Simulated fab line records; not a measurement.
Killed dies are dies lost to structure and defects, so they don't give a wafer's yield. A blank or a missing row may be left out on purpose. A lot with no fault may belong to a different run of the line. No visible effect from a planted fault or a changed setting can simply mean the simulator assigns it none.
Which tool was responsible? / flow nand_harc / 13 lots, 39 wafers sampled, at 5 steps of a route of 1159

WHAT THE GAUGES READ, wafer by wafer
NHARC_THIN_TSV_CD_MEAS_33: the cd target is 5000 nm.
lot=L599; measured=day 19 12:09; on=cd_sem-02; cd_nm (nm)=4999.6 4999.3 4997.5
lot=L600; measured=day 19 15:20; on=cd_sem-03; cd_nm (nm)=5003.0 5001.1 5001.8
lot=L602; measured=day 19 10:44; on=cd_sem-02; cd_nm (nm)=4999.1 4998.3 4998.7
lot=L601; measured=day 19 17:31; on=cd_sem-03; cd_nm (nm)=4998.2 5002.6 4999.2
lot=L603; measured=day 19 16:20; on=cd_sem-02; cd_nm (nm)=5000.7 5001.2 4999.4
lot=L605; measured=day 20 23:40; on=cd_sem-01; cd_nm (nm)=5000.6 5000.8 4999.7
lot=L606; measured=day 21 00:52; on=cd_sem-02; cd_nm (nm)=5000.1 5000.0 5000.7
lot=L610; measured=day 21 05:53; on=cd_sem-02; cd_nm (nm)=5000.9 5001.7 4998.6
lot=L611; measured=day 21 21:35; on=cd_sem-03; cd_nm (nm)=4997.3 4997.5
lot=L615; measured=day 22 13:11; on=cd_sem-03; cd_nm (nm)=4999.0 4997.2 5001.8
lot=L616; measured=day 23 00:43; on=cd_sem-03; cd_nm (nm)=4998.4 4999.8 5001.1
lot=L620; measured=day 24 04:15; on=cd_sem-01; cd_nm (nm)=4997.1 4999.2 5000.3
lot=L619; measured=day 24 02:13; on=cd_sem-03; cd_nm (nm)=4997.3 4997.7 4999.4

NHARC_END_SORT_01.
lot=L611; measured=day 22 07:33; on=prober-02; killed_at_array=13 471 6; killed_at_other=0 0 1; killed_at_periphery=7 4 5; killed_dies=20 475 12; killed_open=7 2 3; killed_short=2 3 0

EACH LOT AND THE TOOL THAT RAN IT (in order: tool; ch and the chambers of the sampled wafers; start)
lot=L599; NHARC_A_SGD_CUT_ETCH_16=rie_diel-12 ch 0,2,3, day 14 03:41; NHARC_THIN_TSV_DEP_47=pecvd-04 ch 0,1, day 19 08:00; NHARC_THIN_TSV_ETCH_59=rie_metal-01 ch 0,1, day 19 12:26
lot=L600; NHARC_A_SGD_CUT_ETCH_16=rie_diel-05 ch 0,2, day 14 04:38; NHARC_THIN_TSV_DEP_47=pecvd-01 ch 0,2, day 19 11:12; NHARC_THIN_TSV_ETCH_59=rie_metal-02 ch 0,1, day 19 15:40
lot=L602; NHARC_A_SGD_CUT_ETCH_16=rie_diel-02 ch 0,2,3, day 14 09:31; NHARC_THIN_TSV_DEP_47=pecvd-02 ch 0,1,2, day 19 06:56; NHARC_THIN_TSV_ETCH_59=rie_metal-03 ch 0,1, day 19 11:05
lot=L601; NHARC_A_SGD_CUT_ETCH_16=rie_diel-05 ch 1,3, day 14 16:18; NHARC_THIN_TSV_DEP_47=pecvd-01 ch 0,2, day 19 13:26; NHARC_THIN_TSV_ETCH_59=rie_metal-03 ch 0,1, day 19 17:49
lot=L603; NHARC_A_SGD_CUT_ETCH_16=rie_diel-12 ch 0,2, day 14 17:41; NHARC_THIN_TSV_DEP_47=pecvd-01 ch 0,2, day 19 12:09; NHARC_THIN_TSV_ETCH_59=rie_metal-01 ch 0,1, day 19 16:38
lot=L605; NHARC_A_SGD_CUT_ETCH_16=rie_diel-02 ch 1,2, day 15 02:21; NHARC_THIN_TSV_DEP_47=pecvd-02 ch 0,2, day 20 19:43; NHARC_THIN_TSV_ETCH_59=rie_metal-01 ch 0,1, day 21 00:03
lot=L606; NHARC_A_SGD_CUT_ETCH_16=rie_diel-05 ch 0,2, day 15 15:25; NHARC_THIN_TSV_DEP_47=pecvd-02 ch 0,2, day 20 20:58; NHARC_THIN_TSV_ETCH_59=rie_metal-03 ch 0,1, day 21 01:10
lot=L610; NHARC_A_SGD_CUT_ETCH_16=rie_diel-12 ch 0,1,2, day 16 10:00; NHARC_THIN_TSV_DEP_47=pecvd-02 ch 0,2, day 21 01:50; NHARC_THIN_TSV_ETCH_59=rie_metal-02 ch 0,1, day 21 06:14
lot=L611; NHARC_A_SGD_CUT_ETCH_16=rie_diel-05 ch 0,1, day 17 00:09; NHARC_THIN_TSV_DEP_47=pecvd-01 ch 0,2, day 21 17:05; NHARC_THIN_TSV_ETCH_59=rie_metal-03 ch 0,1, day 21 21:52
lot=L615; NHARC_A_SGD_CUT_ETCH_16=rie_diel-12 ch 0,1,2, day 17 17:52; NHARC_THIN_TSV_DEP_47=pecvd-02 ch 1,2, day 22 08:54; NHARC_THIN_TSV_ETCH_59=rie_metal-02 ch 0,1, day 22 13:28
lot=L616; NHARC_A_SGD_CUT_ETCH_16=rie_diel-12 ch 1,3, day 18 08:36; NHARC_THIN_TSV_DEP_47=pecvd-04 ch 0,1, day 22 20:43; NHARC_THIN_TSV_ETCH_59=rie_metal-02 ch 0,1, day 23 01:05
lot=L620; NHARC_A_SGD_CUT_ETCH_16=rie_diel-12 ch 1,2,3, day 19 04:16; NHARC_THIN_TSV_DEP_47=pecvd-04 ch 1,2, day 24 00:01; NHARC_THIN_TSV_ETCH_59=rie_metal-02 ch 0,1, day 24 04:38
lot=L619; NHARC_A_SGD_CUT_ETCH_16=rie_diel-02 ch 1,2,3, day 19 04:28; NHARC_THIN_TSV_DEP_47=pecvd-04 ch 0,1, day 23 22:15; NHARC_THIN_TSV_ETCH_59=rie_metal-03 ch 0,1, day 24 02:33
- NHARC_A_SGD_CUT_ETCH_16: etches the open film in C4F8/O2/Ar, target depth 310.5 nm, time 155.2 s.
- NHARC_THIN_TSV_DEP_47: deposits SiO2, target thk 200 nm.
- NHARC_THIN_TSV_ETCH_59: etches the open film in Cl2/BCl3, target depth 880 nm, time 138.1 s.

AS READ BY THE TOOLS THEMSELVES (means over the sampled wafers that have a number; for cases with no such wafer, the mark the record gives instead)
NHARC_A_SGD_CUT_ETCH_16.
lot=L599; tool=rie_diel-12; oes_product_au (a.u.)=0.989; rf_vpp_V (V)=720
lot=L600; tool=rie_diel-05; oes_product_au (a.u.)=0.987; rf_vpp_V (V)=726
lot=L602; tool=rie_diel-02; oes_product_au (a.u.)=0.973; rf_vpp_V (V)=723
lot=L601; tool=rie_diel-05; oes_product_au (a.u.)=0.978; rf_vpp_V (V)=718
lot=L603; tool=rie_diel-12; oes_product_au (a.u.)=0.983; rf_vpp_V (V)=725
lot=L605; tool=rie_diel-02; oes_product_au (a.u.)=0.988; rf_vpp_V (V)=726
lot=L606; tool=rie_diel-05; oes_product_au (a.u.)=0.987; rf_vpp_V (V)=722
lot=L610; tool=rie_diel-12; oes_product_au (a.u.)=0.985; rf_vpp_V (V)=722
lot=L611; tool=rie_diel-05; oes_product_au (a.u.)=0.968; rf_vpp_V (V)=724
lot=L615; tool=rie_diel-12; oes_product_au (a.u.)=0.968; rf_vpp_V (V)=721
lot=L616; tool=rie_diel-12; oes_product_au (a.u.)=0.963; rf_vpp_V (V)=718
lot=L620; tool=rie_diel-12; oes_product_au (a.u.)=0.985; rf_vpp_V (V)=721
lot=L619; tool=rie_diel-02; oes_product_au (a.u.)=0.987; rf_vpp_V (V)=726

NHARC_THIN_TSV_DEP_47.
lot=L599; tool=pecvd-04; flow_sccm (sccm)=2654; throttle_valve_pct (%)=15.8
lot=L600; tool=pecvd-01; flow_sccm (sccm)=2648; throttle_valve_pct (%)=14.9
lot=L602; tool=pecvd-02; flow_sccm (sccm)=2653; throttle_valve_pct (%)=15.9
lot=L601; tool=pecvd-01; flow_sccm (sccm)=2652; throttle_valve_pct (%)=14.9
lot=L603; tool=pecvd-01; flow_sccm (sccm)=2658; throttle_valve_pct (%)=14.7
lot=L605; tool=pecvd-02; flow_sccm (sccm)=2643; throttle_valve_pct (%)=15.8
lot=L606; tool=pecvd-02; flow_sccm (sccm)=2643; throttle_valve_pct (%)=15.9
lot=L610; tool=pecvd-02; flow_sccm (sccm)=2645; throttle_valve_pct (%)=15.7
lot=L611; tool=pecvd-01; flow_sccm (sccm)=2656; throttle_valve_pct (%)=15.1
lot=L615; tool=pecvd-02; flow_sccm (sccm)=2653; throttle_valve_pct (%)=16.1
lot=L616; tool=pecvd-04; flow_sccm (sccm)=2652; throttle_valve_pct (%)=16.0
lot=L620; tool=pecvd-04; flow_sccm (sccm)=2647; throttle_valve_pct (%)=16.6
lot=L619; tool=pecvd-04; flow_sccm (sccm)=2647; throttle_valve_pct (%)=16.2

NHARC_THIN_TSV_ETCH_59.
lot=L599; tool=rie_metal-01; bcl3_flow_sccm (sccm)=30.02; drypump_motor_current_A (A)=5.68; oes_product_au (a.u.)=1.003; throttle_valve_pct (%)=22.263
lot=L600; tool=rie_metal-02; bcl3_flow_sccm (sccm)=29.97; drypump_motor_current_A (A)=5.50; oes_product_au (a.u.)=0.995; throttle_valve_pct (%)=22.267
lot=L602; tool=rie_metal-03; bcl3_flow_sccm (sccm)=29.97; drypump_motor_current_A (A)=5.78; oes_product_au (a.u.)=0.991; throttle_valve_pct (%)=22.266
lot=L601; tool=rie_metal-03; bcl3_flow_sccm (sccm)=30.03; drypump_motor_current_A (A)=5.78; oes_product_au (a.u.)=0.997; throttle_valve_pct (%)=22.260
lot=L603; tool=rie_metal-01; bcl3_flow_sccm (sccm)=30.06; drypump_motor_current_A (A)=5.68; oes_product_au (a.u.)=1.005; throttle_valve_pct (%)=22.253
lot=L605; tool=rie_metal-01; bcl3_flow_sccm (sccm)=30.12; drypump_motor_current_A (A)=5.49; oes_product_au (a.u.)=1.002; throttle_valve_pct (%)=22.268
lot=L606; tool=rie_metal-03; bcl3_flow_sccm (sccm)=30.05; drypump_motor_current_A (A)=5.78; oes_product_au (a.u.)=0.996; throttle_valve_pct (%)=22.272
lot=L610; tool=rie_metal-02; bcl3_flow_sccm (sccm)=29.87; drypump_motor_current_A (A)=5.46; oes_product_au (a.u.)=0.998; throttle_valve_pct (%)=22.270
lot=L611; tool=rie_metal-03; bcl3_flow_sccm (sccm)=30.02; drypump_motor_current_A (A)=5.81; oes_product_au (a.u.)=0.996; throttle_valve_pct (%)=22.269
lot=L615; tool=rie_metal-02; bcl3_flow_sccm (sccm)=30.02; drypump_motor_current_A (A)=5.44; oes_product_au (a.u.)=0.999; throttle_valve_pct (%)=22.259
lot=L616; tool=rie_metal-02; bcl3_flow_sccm (sccm)=30.16; drypump_motor_current_A (A)=5.47; oes_product_au (a.u.)=0.998; throttle_valve_pct (%)=22.260
lot=L620; tool=rie_metal-02; bcl3_flow_sccm (sccm)=30.01; drypump_motor_current_A (A)=5.47; oes_product_au (a.u.)=1.004; throttle_valve_pct (%)=22.271
lot=L619; tool=rie_metal-03; bcl3_flow_sccm (sccm)=29.89; drypump_motor_current_A (A)=5.85; oes_product_au (a.u.)=0.997; throttle_valve_pct (%)=22.270

THE ANSWER, worked out from the rows above alone
Rule: usual is defined by the lots themselves. The widest of any qualifying gaps counts: lots, ordered by their means at a reading, are off when they make up no more than a third of the lots, leave a main group of 4 or more, and stand apart from it by 3 or more times the standard deviation of that group's means. If all means in a main group match to the digits the tables above print for the reading, that group is not used. Also off: a lot with no number at a reading for which 4 or more lots have one. Any other lot the step has rows for is counted as sound. Order of review: gauges by route order, followed by the tools' own readings, for which a lot's mean as printed above is used. At the first step where some lot is off, the reading lying furthest off is the one used; lots without a number count as furthest.
No lot is off at any reading shown: from this, nothing can be told.

WHAT HAD BEEN PUT IN BY THE SIMULATOR
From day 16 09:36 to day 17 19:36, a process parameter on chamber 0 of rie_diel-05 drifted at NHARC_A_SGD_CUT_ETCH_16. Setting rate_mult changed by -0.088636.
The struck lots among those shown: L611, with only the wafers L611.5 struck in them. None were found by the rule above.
